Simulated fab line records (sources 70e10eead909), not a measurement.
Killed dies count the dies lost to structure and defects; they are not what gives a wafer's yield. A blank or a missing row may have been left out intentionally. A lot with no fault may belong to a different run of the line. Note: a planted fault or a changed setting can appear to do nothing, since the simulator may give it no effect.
Which tool is to blame? ; flow nandHarc ; 33 wafers from 11 lots sampled at 5 of the route's 1159 steps

WHAT THE GAUGES READ, wafer by wafer
NHARC_P_M1_THK_MEAS_24: measures by xrf.
lot;measured;on;thkNm (nm)
L413;day 6 14:58;filmMetro-01;157.6 159.3 154.9
L414;day 6 15:19;filmMetro-02;157.1 158.9 160.5
L415;day 7 00:38;filmMetro-01;157.1 159.2 156.9
L416;day 7 02:11;filmMetro-01;155.8 157.4 155.4
L417;day 7 19:13;filmMetro-01;156.2 159.4 156.8
L423;day 10 03:43;filmMetro-01;29.4 29.2 29.2
L426;day 10 05:21;filmMetro-01;28.7 30.1 28.1
L428;day 10 11:51;filmMetro-01;29.7 30.7 29.5
L433;day 11 12:28;filmMetro-01;161.5 159.8 161.8
L434;day 11 13:16;filmMetro-02;159.3 159.5 155.9
L435;day 11 21:38;filmMetro-02;154.7 159.7 158.0

WHICH TOOL RAN EACH LOT (tool, then ch and the chambers of the sampled wafers, then the start)
lot;NHARC_P_M1_ETCH_35;NHARC_P_M1_ECD_22;NHARC_P_M1_ANNEAL_31;NHARC_P_M1_CMP_23
L413;rieDiel-04 ch 1,3, day 6 12:38;ecdCu-01 ch 0,1, day 6 13:59;rtpAnneal-01 ch 0, day 6 14:19;cmp-04 ch 0,1,2, day 6 14:39
L414;rieDiel-12 ch 0,2,3, day 6 12:59;ecdCu-01 ch 0,1, day 6 14:19;rtpAnneal-01 ch 0, day 6 14:43;cmp-04 ch 1,2, day 6 15:00
L415;rieDiel-12 ch 0,1,2, day 6 22:19;ecdCu-02 ch 1, day 6 23:35;rtpAnneal-02 ch 0, day 6 23:58;cmp-01 ch 0,1,3, day 7 00:20
L416;rieDiel-12 ch 0,1,2, day 6 23:52;ecdCu-02 ch 0,1, day 7 01:10;rtpAnneal-01 ch 0, day 7 01:35;cmp-01 ch 2,3, day 7 01:53
L417;rieDiel-04 ch 0,3, day 7 16:52;ecdCu-02 ch 0,1, day 7 18:16;rtpAnneal-01 ch 0, day 7 18:40;cmp-04 ch 1,2, day 7 18:54
L423;rieDiel-12 ch 0,1,3, day 10 01:20;ecdCu-01 ch 0,1, day 10 02:41;rtpAnneal-01 ch 0, day 10 03:03;cmp-04 ch 1,2,3, day 10 03:26
L426;rieDiel-06 ch 1,2, day 10 03:01;ecdCu-01 ch 0,1, day 10 04:25;rtpAnneal-02 ch 0, day 10 04:48;cmp-04 ch 1,2,3, day 10 05:02
L428;rieDiel-06 ch 1,3, day 10 09:31;ecdCu-02 ch 0,1, day 10 10:48;rtpAnneal-02 ch 0, day 10 11:11;cmp-03 ch 0,1,3, day 10 11:32
L433;rieDiel-12 ch 0,1,2, day 11 10:07;ecdCu-01 ch 0,1, day 11 11:28;rtpAnneal-01 ch 0, day 11 11:51;cmp-04 ch 0,1,3, day 11 12:10
L434;rieDiel-12 ch 1,2,3, day 11 10:56;ecdCu-01 ch 0,1, day 11 12:13;rtpAnneal-01 ch 0, day 11 12:36;cmp-03 ch 0,2,3, day 11 12:56
L435;rieDiel-04 ch 2,3, day 11 19:19;ecdCu-01 ch 0,1, day 11 20:45;rtpAnneal-01 ch 0, day 11 21:08;cmp-04 ch 1,2, day 11 21:21
- NHARC_P_M1_ETCH_35: etches the open film in N2/H2, target depth 40 nm, overetch 12 nm, time 43.94 s.
- NHARC_P_M1_ECD_22: material Cu, target thk 400 nm.
- NHARC_P_M1_ANNEAL_31: time 90 s.
- NHARC_P_M1_CMP_23: polishes, t overpolish 20 s, target thk 157.82 nm.

THE ANSWER, worked out from the rows above alone
Rule: what is usual is taken from the lots themselves. The widest of any qualifying gaps counts: lots, ordered by their means at a reading, are off when they make up no more than a third of the lots, leave a main group of 4 or more, and stand apart from it by 3 or more times the standard deviation of that group's means. The tables above print the reading to a certain number of digits; a main group whose means all agree to those digits is not used. Also off: a lot with no number at a reading for which 4 or more lots have one. All remaining lots with rows at the step are treated as sound.
Off: L423, L426, L428, at NHARC_P_M1_THK_MEAS_24 (thkNm). Main group: mean 158.0 nm, sd 1.3.
A tool fits if, at a process step before that reading, it ran every lot that is off, and no sound lot after the first of them. The gauges at NHARC_P_M1_THK_MEAS_24 are tried like those tools. Not one of the candidates tried fits.

WHAT THE SIMULATOR HAD INSERTED
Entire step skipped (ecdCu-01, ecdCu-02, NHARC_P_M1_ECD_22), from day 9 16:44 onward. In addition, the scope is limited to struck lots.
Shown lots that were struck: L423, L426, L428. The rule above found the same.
